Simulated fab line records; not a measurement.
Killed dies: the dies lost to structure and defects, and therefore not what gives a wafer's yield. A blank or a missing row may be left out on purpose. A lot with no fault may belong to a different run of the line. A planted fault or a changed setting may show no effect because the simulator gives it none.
Code-filled problem report in 8D (eight disciplines) form | flow n5 finfet | the parts of the form that need people (team, actions taken, sign-off) are left out

## 1. THE PROBLEM
At N5_BEOL_M0_SAQP_ETCH_106, rf fwd power W averages 1046.9 W over 9 wafers from 3 lots, while fault-free wafers read 844.6 W, standard deviation 2.9. That is +70 standard deviations from the usual mean.
The step: etches SOC in N2/H2, stops on SiNx, target depth 150 nm.
First seen on wafer L838.2, day 9 02:09, on rie diel-01. Wafers with a number at this step in the record: 15, from 5 lots. Rule for "out", or "out of limits": more than 4 standard deviations from the usual mean. All remaining wafers that have a number are taken as sound.

## 2. WHAT IT IS, WHAT IT ISN'T
question                    | is                       | is not
which readings at this step | rf fwd power W, rf vpp V | drypump motor current A, n2 flow sccm, oes product au, showerhead plenum p Torr, throttle valve pct
which lots                  | L838, L839, L842         | L831, L844
which wafers of those lots  | all that have a number   | -
read on which tools         | rie diel-01              | rie diel-04
when                        | from day 9 02:09         | up to then (3 sound wafers); but 3 sound wafers of L844 came after

## 3. THE SUSPECTS, EACH WITH WHAT RULES IT OUT
Counting: a tool at a process step up to the reading stays a suspect if it ran every lot that is out and no sound lot after the first of them.
- rie diel-01 at N5_BEOL_M0_SAQP_ETCH_106 (etches SOC in N2/H2, stops on SiNx, target depth 150 nm): kept. All lots that are out passed through it, beginning with L838 at day 9 02:09, and no sound lot followed; its final sound lot before that point was L831 at day 7 00:20. Its own rf fwd power W, rf vpp V readings are out on those wafers.
Left after counting: rie diel-01 at N5_BEOL_M0_SAQP_ETCH_106.

## 4. THE CAUSE (what the simulator had put in)
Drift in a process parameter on rie diel-01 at N5_BEOL_M0_SAQP_ETCH_106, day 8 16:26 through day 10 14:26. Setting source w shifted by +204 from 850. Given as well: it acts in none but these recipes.
After counting, this tool was the only one left.

## 5. THE EFFECT CHAIN, in route order
Each row: a reading whose mean over the struck wafers that have a number lies more than 3 standard deviations from the usual. Only readings whose record carries a usual standard deviation are examined. hours: median over the lots of the time between each lot's start at the first step of this table that gives one and its start at this step. sigmas: the change, counted in usual standard deviations.
hours | step                     | reading        | usual   | on struck wafers | change | sigmas
0     | N5_BEOL_M0_SAQP_ETCH_106 | rf fwd power W | 844.6 W | 1046.9           | +202.3 | +70
0     | N5_BEOL_M0_SAQP_ETCH_106 | rf vpp V       | 240.6 V | 223.4            | -17.2  | -13
The process steps in it:
- N5_BEOL_M0_SAQP_ETCH_106: etches SOC in N2/H2, stops on SiNx, target depth 150 nm.
Later steps that measure or inspect, where all struck wafers having a row at the step show a number for every such reading and not one has moved that far: N5_BEOL_M4_RC_MEAS_101.

## 6. HOW IT WOULD HAVE BEEN CAUGHT EARLIER
In this record no reading fell out of limits until day 9 02:09, 10 hours after the fault had begun at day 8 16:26.
